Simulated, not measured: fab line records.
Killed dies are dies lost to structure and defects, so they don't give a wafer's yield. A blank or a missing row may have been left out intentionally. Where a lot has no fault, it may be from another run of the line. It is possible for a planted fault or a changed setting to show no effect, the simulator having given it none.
Which of the tools did it? :: flow nand_harc :: 13 lots with 39 wafers sampled at 5 steps, on a route of 1302 steps

## WHAT THE GAUGES READ, wafer by wafer
NHARC_END_SORT_01.
lot: L701
measured: day 31 01:12
on: prober-02
killed_at_array: 669 671 673
killed_at_other: 0 2 0
killed_at_periphery: 8 4 4
killed_dies: 677 677 677
killed_open: 3 0 4
killed_short: 2 3 5

lot: L700
measured: day 31 21:11
on: prober-01
killed_at_array: 674 676 672
killed_at_other: 0 0 1
killed_at_periphery: 3 1 4
killed_dies: 677 677 677
killed_open: 3 1 2
killed_short: 4 3 2

lot: L702
measured: day 32 20:59
on: prober-02
killed_at_array: 44 47 45
killed_at_other: 0 1 0
killed_at_periphery: 2 3 2
killed_dies: 46 51 47
killed_open: 3 2 6
killed_short: 1 2 4

lot: L704
measured: day 33 04:43
on: prober-02
killed_at_array: 42 44 52
killed_at_other: 0 2 0
killed_at_periphery: 5 3 4
killed_dies: 47 49 56
killed_open: 1 3 2
killed_short: 1 2 3

lot: L703
measured: day 33 01:45
on: prober-01
killed_at_array: 56 62
killed_at_other: 1 1
killed_at_periphery: 2 4
killed_dies: 59 67
killed_open: 3 4
killed_short: 4 2

## EACH LOT AND THE TOOL THAT RAN IT (in order: tool; ch and the chambers of the sampled wafers; start)
lot: L684
NHARC_A_STAIRCASE_ETCH_452: rie_diel-10 ch 2,3, day 17 01:07 or earlier
NHARC_A_STAIRCASE_HM_DEP_462: acl_dep-01 ch 0, day 17 01:07
NHARC_A_STAIRCASE_ALD_415: ald_hk-02 ch 0,2,3, day 17 13:56
NHARC_A_STAIRCASE_DEP_325: pecvd-02 ch 0,2, day 18 17:47

lot: L686
NHARC_A_STAIRCASE_ETCH_452: rie_diel-05 ch 1,3, day 17 17:13 or earlier
NHARC_A_STAIRCASE_HM_DEP_462: acl_dep-02 ch 0, day 17 17:13
NHARC_A_STAIRCASE_ALD_415: ald_hk-01 ch 1,2,3, day 17 21:38
NHARC_A_STAIRCASE_DEP_325: pecvd-04 ch 1,2, day 19 05:55

lot: L687
NHARC_A_STAIRCASE_ETCH_452: rie_diel-05 ch 0,1,3, day 18 04:46 or earlier
NHARC_A_STAIRCASE_HM_DEP_462: acl_dep-02 ch 0, day 18 04:46
NHARC_A_STAIRCASE_ALD_415: ald_hk-01 ch 0,1,2, day 18 11:05
NHARC_A_STAIRCASE_DEP_325: pecvd-01 ch 1,2, day 19 16:12

lot: L689
NHARC_A_STAIRCASE_ETCH_452: rie_diel-01 ch 0,1,2, day 18 16:10 or earlier
NHARC_A_STAIRCASE_HM_DEP_462: acl_dep-03 ch 0, day 18 16:10
NHARC_A_STAIRCASE_ALD_415: ald_hk-02 ch 0,1,3, day 18 22:08
NHARC_A_STAIRCASE_DEP_325: pecvd-02 ch 1,2, day 20 02:41

lot: L691
NHARC_A_STAIRCASE_ETCH_452: rie_diel-05 ch 0,1, day 19 14:30 or earlier
NHARC_A_STAIRCASE_HM_DEP_462: acl_dep-03 ch 0, day 19 14:30
NHARC_A_STAIRCASE_ALD_415: ald_hk-01 ch 0,1,2, day 19 19:31
NHARC_A_STAIRCASE_DEP_325: pecvd-02 ch 1,2, day 21 04:15

lot: L695
NHARC_A_STAIRCASE_ETCH_452: rie_diel-10 ch 0,1,3, day 21 16:56 or earlier
NHARC_A_STAIRCASE_HM_DEP_462: acl_dep-02 ch 0, day 21 16:56
NHARC_A_STAIRCASE_ALD_415: ald_hk-03 ch 2,3, day 21 21:28
NHARC_A_STAIRCASE_DEP_325: pecvd-01 ch 0,1, day 23 07:22

lot: L701
NHARC_A_STAIRCASE_ETCH_452: rie_diel-05 ch 0,2, day 23 18:28 or earlier
NHARC_A_STAIRCASE_HM_DEP_462: acl_dep-02 ch 0, day 23 18:28
NHARC_A_STAIRCASE_ALD_415: ald_hk-02 ch 0,1, day 23 23:05
NHARC_A_STAIRCASE_DEP_325: pecvd-04 ch 0,1,2, day 25 04:08

lot: L700
NHARC_A_STAIRCASE_ETCH_452: rie_diel-01 ch 1,2,3, day 23 22:29 or earlier
NHARC_A_STAIRCASE_HM_DEP_462: acl_dep-02 ch 0, day 23 22:29
NHARC_A_STAIRCASE_ALD_415: ald_hk-01 ch 2,3, day 24 03:14
NHARC_A_STAIRCASE_DEP_325: pecvd-04 ch 0,2, day 25 12:23

lot: L702
NHARC_A_STAIRCASE_ETCH_452: rie_diel-10 ch 0,1,3, day 24 16:31 or earlier
NHARC_A_STAIRCASE_HM_DEP_462: acl_dep-01 ch 0, day 24 16:31
NHARC_A_STAIRCASE_ALD_415: ald_hk-02 ch 0,1,2, day 24 21:04
NHARC_A_STAIRCASE_DEP_325: pecvd-02 ch 0,2, day 26 02:00

lot: L705
NHARC_A_STAIRCASE_ETCH_452: rie_diel-10 ch 0,2, day 25 06:49 or earlier
NHARC_A_STAIRCASE_HM_DEP_462: acl_dep-03 ch 0, day 25 06:49
NHARC_A_STAIRCASE_ALD_415: ald_hk-03 ch 1,2,3, day 25 12:05
NHARC_A_STAIRCASE_DEP_325: pecvd-01 ch 1,2, day 26 17:16

lot: L704
NHARC_A_STAIRCASE_ETCH_452: rie_diel-05 ch 1,2,3, day 25 08:16 or earlier
NHARC_A_STAIRCASE_HM_DEP_462: acl_dep-01 ch 0, day 25 08:16
NHARC_A_STAIRCASE_ALD_415: ald_hk-02 ch 0,1,3, day 25 13:23
NHARC_A_STAIRCASE_DEP_325: pecvd-04 ch 1,2, day 26 17:13

lot: L703
NHARC_A_STAIRCASE_ETCH_452: rie_diel-01 ch 0,3, day 25 08:39 or earlier
NHARC_A_STAIRCASE_HM_DEP_462: acl_dep-03 ch 0, day 25 08:39
NHARC_A_STAIRCASE_ALD_415: ald_hk-01 ch 0,2,3, day 25 14:02
NHARC_A_STAIRCASE_DEP_325: pecvd-02 ch 0,1, day 26 17:07

lot: L706
NHARC_A_STAIRCASE_ETCH_452: rie_diel-10 ch 0,3, day 25 10:10 or earlier
NHARC_A_STAIRCASE_HM_DEP_462: acl_dep-02 ch 0, day 25 10:10
NHARC_A_STAIRCASE_ALD_415: ald_hk-03 ch 0,3, day 25 15:05
NHARC_A_STAIRCASE_DEP_325: pecvd-04 ch 0,1,2, day 26 17:41
- NHARC_A_STAIRCASE_ETCH_452: etches the open film in CF4/O2, target depth 30 nm, overetch 3 nm, time 16.5 s.
- NHARC_A_STAIRCASE_HM_DEP_462: deposits aC, target thk 800 nm.
- NHARC_A_STAIRCASE_ALD_415: deposits SiO2, target thk 30 nm, pulse time 6 s, ald cycles 300.
- NHARC_A_STAIRCASE_DEP_325: deposits SiO2, target thk 7200 nm.

## WHAT THE TOOLS THEMSELVES READ (means of the sampled wafers that have a number; where no wafer has one, the mark that the record gives instead)
NHARC_A_STAIRCASE_ETCH_452.
lot: L684
tool: rie_diel-10
drypump_motor_current_A (A): 5.8
oes_o_777_au (a.u.): 0.999
oes_product_au (a.u.): 0.994
rf_vpp_V (V): 198.1
showerhead_plenum_p_Torr (Torr): 1.33
throttle_valve_pct (%): 13.396

lot: L686
tool: rie_diel-05
drypump_motor_current_A (A): 5.5
oes_o_777_au (a.u.): 1.003
oes_product_au (a.u.): 1.002
rf_vpp_V (V): 196.9
showerhead_plenum_p_Torr (Torr): 1.28
throttle_valve_pct (%): 13.393

lot: L687
tool: rie_diel-05
drypump_motor_current_A (A): 5.6
oes_o_777_au (a.u.): 0.996
oes_product_au (a.u.): 1.003
rf_vpp_V (V): 197.4
showerhead_plenum_p_Torr (Torr): 1.30
throttle_valve_pct (%): 13.400

lot: L689
tool: rie_diel-01
drypump_motor_current_A (A): 5.7
oes_o_777_au (a.u.): 0.998
oes_product_au (a.u.): 1.003
rf_vpp_V (V): 198.0
showerhead_plenum_p_Torr (Torr): 1.38
throttle_valve_pct (%): 13.395

lot: L691
tool: rie_diel-05
drypump_motor_current_A (A): 5.8
oes_o_777_au (a.u.): 0.996
oes_product_au (a.u.): 1.003
rf_vpp_V (V): 197.0
showerhead_plenum_p_Torr (Torr): 1.29
throttle_valve_pct (%): 13.395

lot: L695
tool: rie_diel-10
drypump_motor_current_A (A): 5.8
oes_o_777_au (a.u.): 1.002
oes_product_au (a.u.): 1.004
rf_vpp_V (V): 197.3
showerhead_plenum_p_Torr (Torr): 1.33
throttle_valve_pct (%): 13.402

lot: L701
tool: rie_diel-05
drypump_motor_current_A (A): 5.2
oes_o_777_au (a.u.): 1.001
oes_product_au (a.u.): 0.997
rf_vpp_V (V): 198.7
showerhead_plenum_p_Torr (Torr): 1.37
throttle_valve_pct (%): 13.388

lot: L700
tool: rie_diel-01
drypump_motor_current_A (A): 5.8
oes_o_777_au (a.u.): 0.996
oes_product_au (a.u.): 1.008
rf_vpp_V (V): 198.2
showerhead_plenum_p_Torr (Torr): 1.37
throttle_valve_pct (%): 13.405

lot: L702
tool: rie_diel-10
drypump_motor_current_A (A): 5.7
oes_o_777_au (a.u.): 0.998
oes_product_au (a.u.): 1.009
rf_vpp_V (V): 198.0
showerhead_plenum_p_Torr (Torr): 1.33
throttle_valve_pct (%): 13.391

lot: L705
tool: rie_diel-10
drypump_motor_current_A (A): 5.3
oes_o_777_au (a.u.): 1.003
oes_product_au (a.u.): 1.000
rf_vpp_V (V): 198.8
showerhead_plenum_p_Torr (Torr): 1.36
throttle_valve_pct (%): 13.403

lot: L704
tool: rie_diel-05
drypump_motor_current_A (A): 5.4
oes_o_777_au (a.u.): 1.001
oes_product_au (a.u.): 0.991
rf_vpp_V (V): 197.8
showerhead_plenum_p_Torr (Torr): 1.31
throttle_valve_pct (%): 13.387

lot: L703
tool: rie_diel-01
drypump_motor_current_A (A): 5.6
oes_o_777_au (a.u.): 0.999
oes_product_au (a.u.): 0.993
rf_vpp_V (V): 197.5
showerhead_plenum_p_Torr (Torr): 1.35
throttle_valve_pct (%): 13.404

lot: L706
tool: rie_diel-10
drypump_motor_current_A (A): 5.3
oes_o_777_au (a.u.): 0.999
oes_product_au (a.u.): 1.012
rf_vpp_V (V): 196.7
showerhead_plenum_p_Torr (Torr): 1.32
throttle_valve_pct (%): 13.398

NHARC_A_STAIRCASE_HM_DEP_462.
lot: L684
tool: acl_dep-01
throttle_valve_pct (%): 34.993

lot: L686
tool: acl_dep-02
throttle_valve_pct (%): 35.002

lot: L687
tool: acl_dep-02
throttle_valve_pct (%): 34.998

lot: L689
tool: acl_dep-03
throttle_valve_pct (%): 34.998

lot: L691
tool: acl_dep-03
throttle_valve_pct (%): 35.001

lot: L695
tool: acl_dep-02
throttle_valve_pct (%): 35.000

lot: L701
tool: acl_dep-02
throttle_valve_pct (%): 34.998

lot: L700
tool: acl_dep-02
throttle_valve_pct (%): 34.999

lot: L702
tool: acl_dep-01
throttle_valve_pct (%): 35.004

lot: L705
tool: acl_dep-03
throttle_valve_pct (%): 35.000

lot: L704
tool: acl_dep-01
throttle_valve_pct (%): 34.999

lot: L703
tool: acl_dep-03
throttle_valve_pct (%): 34.997

lot: L706
tool: acl_dep-02
throttle_valve_pct (%): 35.007

NHARC_A_STAIRCASE_ALD_415.
lot: L684
tool: ald_hk-02
heater_power_outer_w (W): 251
heater_power_w (W): 437
precursor_pulse_height_rel: 1.004

lot: L686
tool: ald_hk-01
heater_power_outer_w (W): 286
heater_power_w (W): 502
precursor_pulse_height_rel: 1.001

lot: L687
tool: ald_hk-01
heater_power_outer_w (W): 266
heater_power_w (W): 512
precursor_pulse_height_rel: 1.016

lot: L689
tool: ald_hk-02
heater_power_outer_w (W): 266
heater_power_w (W): 474
precursor_pulse_height_rel: 1.002

lot: L691
tool: ald_hk-01
heater_power_outer_w (W): 271
heater_power_w (W): 507
precursor_pulse_height_rel: 1.006

lot: L695
tool: ald_hk-03
heater_power_outer_w (W): 278
heater_power_w (W): 509
precursor_pulse_height_rel: 1.011

lot: L701
tool: ald_hk-02
heater_power_outer_w (W): -
heater_power_w (W): -
precursor_pulse_height_rel: -

lot: L700
tool: ald_hk-01
heater_power_outer_w (W): -
heater_power_w (W): -
precursor_pulse_height_rel: -

lot: L702
tool: ald_hk-02
heater_power_outer_w (W): 257
heater_power_w (W): 441
precursor_pulse_height_rel: 0.996

lot: L705
tool: ald_hk-03
heater_power_outer_w (W): 271
heater_power_w (W): 500
precursor_pulse_height_rel: 1.008

lot: L704
tool: ald_hk-02
heater_power_outer_w (W): 263
heater_power_w (W): 471
precursor_pulse_height_rel: 1.008

lot: L703
tool: ald_hk-01
heater_power_outer_w (W): 276
heater_power_w (W): 491
precursor_pulse_height_rel: 1.006

lot: L706
tool: ald_hk-03
heater_power_outer_w (W): 288
heater_power_w (W): 561
precursor_pulse_height_rel: 0.985

NHARC_A_STAIRCASE_DEP_325.
lot: L684
tool: pecvd-02
heater_power_w (W): 854

lot: L686
tool: pecvd-04
heater_power_w (W): 559

lot: L687
tool: pecvd-01
heater_power_w (W): 577

lot: L689
tool: pecvd-02
heater_power_w (W): 618

lot: L691
tool: pecvd-02
heater_power_w (W): 659

lot: L695
tool: pecvd-01
heater_power_w (W): 582

lot: L701
tool: pecvd-04
heater_power_w (W): 625

lot: L700
tool: pecvd-04
heater_power_w (W): 678

lot: L702
tool: pecvd-02
heater_power_w (W): 869

lot: L705
tool: pecvd-01
heater_power_w (W): 667

lot: L704
tool: pecvd-04
heater_power_w (W): 576

lot: L703
tool: pecvd-02
heater_power_w (W): 683

lot: L706
tool: pecvd-04
heater_power_w (W): 619

## THE ANSWER, worked out from the rows above alone
Rule: what is usual is taken from the lots themselves. The widest of any qualifying gaps counts: lots, ordered by their means at a reading, are off when they make up no more than a third of the lots, leave a main group of 4 or more, and stand apart from it by 3 or more times the standard deviation of that group's means. If all means in a main group match to the digits the tables above print for the reading, that group is not used. Also off: a lot with no number at a reading for which 4 or more lots have one. Where the step has rows for the other lots, those lots are counted as sound. First the gauges in route order, then the tools' own readings, where a lot's mean is used as printed above. At the first step where some lot is off, the reading lying furthest off is the one used; lots without a number count as furthest.
Off: L701, L700, at NHARC_A_STAIRCASE_ALD_415 (heater_power_outer_w). Without a number there: L701, L700. The main group: mean 270 W, standard deviation 11.
A tool fits if, at that step or a process step before it, it ran every lot that is off, and no sound lot after the first of them. Because NHARC_A_STAIRCASE_ETCH_452 lacks a start for some lots, the hours and order of its lots are taken from NHARC_A_STAIRCASE_HM_DEP_462. None of those tried fits.

## WHAT THE SIMULATOR HAD INSERTED
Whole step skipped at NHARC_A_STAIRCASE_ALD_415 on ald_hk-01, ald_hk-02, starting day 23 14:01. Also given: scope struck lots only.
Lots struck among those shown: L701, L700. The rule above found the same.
